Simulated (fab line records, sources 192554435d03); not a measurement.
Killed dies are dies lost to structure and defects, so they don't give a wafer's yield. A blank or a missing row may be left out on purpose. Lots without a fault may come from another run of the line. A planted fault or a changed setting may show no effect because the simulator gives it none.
A struck lot beside a sound one | flow n5_finfet | 38 steps out of a route of 1938
Sound: wafers L885.2, L885.3, L885.4. Struck: wafers L893.3, L893.5, L893.6. The cause comes at the end.
At each step with rows: each side's tool, then ch and its chambers, then its first start. Under that, the readings that differ: sound wafers | struck wafers | difference of the means | sigmas: that difference in standard deviations of wafers without a fault.
alike: readings whose means differ by less than 2 such deviations, and words and numbers that are the same on both sides. not compared: withheld readings, readings that some wafer has no value for, bounds like >300 that may hide the same value, and numbers for which the record gives no deviation and whose values overlap.
The two part at a step that has a row with sigmas, a row that says differs or no value, or rows on one side only. Numbers that don't overlap but have no deviation are shown without sigmas and don't part them. A reading that every wafer of one side lacks parts them only if that side has two wafers or more.

first, 9 steps without rows for these wafers: N5_BEOL_M4_ANNEAL_95 (time 240 s); N5_BEOL_M4_SPUTTER_96 (material Cu, target thk 4.5 nm, time 8.29 s); N5_BEOL_M4_ECD_50 (material Cu, target thk 300 nm); N5_BEOL_M4_ANNEAL_51 (time 90 s); N5_BEOL_M4_CMP_52 (polishes, stops on SiOC, t overpolish 6.8 s, target thk 40 nm); N5_BEOL_M4_PRE_CLEAN_60 (time 15 s); N5_BEOL_M4_CO_CAP_55 (material Co, precursor CCTBA/H2, target thk 2 nm, time 102.1 s); N5_BEOL_M4_PRE_CLEAN_56 (time 15 s); N5_BEOL_M4_DEP_57 (deposits SiCN from 3MS/NH3, target thk 8 nm, time 14 s).
N5_BEOL_M4_RC_MEAS_101:
  sound on prober-02 ch 0, day 9 21:12; struck on prober-01 ch 0, day 10 04:08
  reading       | sound          | struck         | difference | sigmas
  ION_P (uA/um) | 472 482 453    | 454 449 457    | -16        | -2
  VT_P (mV)     | -250 -250 -250 | -258 -257 -258 | -8         | -2
  alike: DIBL_N, DIBL_P, IOFF_N, IOFF_P, ION_N, SS_N, SS_P, VT_N
then, 24 steps without rows for these wafers: N5_BEOL_M5_ILD_DEP_00 (deposits SiCOH lowk from DEMS/porogen, target thk 140.64 nm, time 25.9 s); N5_BEOL_M5_CURE_79 (cures SiCOH lowk, time 240 s); N5_BEOL_M5_PECVD_70 (deposits SiO2 from TEOS/O2, target thk 16 nm, time 18 s); N5_BEOL_M5_HM_DEP_02 (deposits TiN, target thk 20 nm); N5_BEOL_M5_COAT_59 (time 60 s, resist thk 60 nm); N5_BEOL_M5_COAT_60 (time 60 s, resist thk 12 nm); N5_BEOL_M5_COAT_71 (time 60 s, resist thk 5 nm); N5_BEOL_M5_COAT_05 (resist thk 30 nm); N5_BEOL_M5_EBR_07; N5_BEOL_M5_SOFTBAKE_06 (time 60 s); N5_BEOL_M5_EXPOSE_08 (exposes mask M5, target cd 28 nm); N5_BEOL_M5_PEB_09 (peb time 60 s); N5_BEOL_M5_DEVELOP_10 (develop time 30 s); N5_BEOL_M5_DESCUM_16 (chemistry O2, time 7 s); N5_BEOL_M5_ETCH_72 (etches underlayer in N2/H2, target depth 6.5 nm, time 5.2 s); N5_BEOL_M5_ETCH_61 (etches SiARC in CF4, target depth 15.6 nm, time 26 s); N5_BEOL_M5_ETCH_62 (etches SOC in N2/H2, target depth 75 nm, overetch 15 nm, time 112.5 s); N5_BEOL_M5_STRIP_63 (strips in N2/H2); N5_BEOL_M5_STRIP_73 (strips in N2/H2); N5_BEOL_M5_STRIP_64 (strips in CF4); N5_BEOL_M5_HM_OPEN_17 (chemistry Cl2/BCl3, target TiN, target depth 20 nm, overetch 6 nm); N5_BEOL_M5_STRIP_19 (strips in O2); N5_BEOL_M5_COAT_65 (time 60 s, resist thk 60 nm); N5_BEOL_M5_COAT_66 (time 60 s, resist thk 12 nm).
-- the record jumps here: 3 days lie between the struck wafers' starts before and after (it left off in module BEOL_M5 and takes up again in module BEOL_M13, whose first step shown is number 1696 of the route) --
N5_BEOL_M13_TRENCH_ETCH_34: etches SiOC in C4F8/O2/Ar, target depth 413.47 nm, time 162.6 s.
  sound on rie_diel-02 ch 0,1,2, day 13 13:07; struck on rie_diel-02 ch 0,3, day 13 14:23
  no value came back on the struck wafers for any of 9 readings (C4F8_flow_sccm (sccm), O2_flow_sccm (sccm) and others); on the sound wafers C4F8_flow_sccm (sccm) reads 15.05 15.01 15.06
  reading                                     | sound | struck       | difference | sigmas
  model.SiARC_of_BEOL_M13_COAT_66.thk_nm (nm) | 0 0 0 | 76 77.8 75.8 | +77        |
N5_BEOL_M13_OCD_MEAS_35:
  sound on ocd-02, day 13 13:17; struck on ocd-02, day 13 14:34
  reading              | sound       | struck | difference | sigmas
  trench_depth_nm (nm) | 404 408 427 | 0 0 0  | -413       | -56
N5_BEOL_M13_CMP_49: polishes, stops on SiOC, t overpolish 17.1 s, target thk 420 nm.
  sound on cmp-03 ch 0,1,2, day 13 14:59; struck on cmp-02 ch 1,2,3, day 13 17:02
  reading                                 | sound             | struck | difference | sigmas
  model.Cu_of_BEOL_M13_ECD_47.thk_nm (nm) | 410.6 414.2 433.4 | 0 0 0  | -419       |
  alike: barrier_field_endpoint_s, motor_current_A, overpolish_run_s, retaining_ring_pressure_frac
N5_PASSIVATION_PROBE_49:
  sound on prober-01, day 14 19:49; struck on prober-01, day 14 21:03
  reading                  | sound          | struck         | difference | sigmas
  defect_limited_yield (%) | 89.2 91.7 92.3 | 0 0 0          | -91        | -61
  killed_at_M4_up          | 18 16 21       | 1125 1102 1082 | +1085      | +99 or more
  killed_dies              | 128 98 91      | 1180 1180 1180 | +1074      | +60
  killed_on_rim            | 17 16 13       | 152 152 152    | +137       | +38
  sort_bin_5_function (%)  | 6.5 4.8 4.9    | 97.7 97.5 96.3 | +91.8      | +99 or more
  sort_n_pass              | 1052 1082 1089 | 0 0 0          | -1074      | -60
  sort_yield_pct (%)       | 89.2 91.7 92.3 | 0 0 0          | -91        | -61
  alike: killed_at_M0_to_M3, killed_at_contacts, killed_at_front_end, killed_at_other, killed_open, killed_short, sort_bin_6_memory

WHERE THEY PART
First at N5_BEOL_M4_RC_MEAS_101; last, within this record, at N5_PASSIVATION_PROBE_49.

WHY: what the simulator had put in
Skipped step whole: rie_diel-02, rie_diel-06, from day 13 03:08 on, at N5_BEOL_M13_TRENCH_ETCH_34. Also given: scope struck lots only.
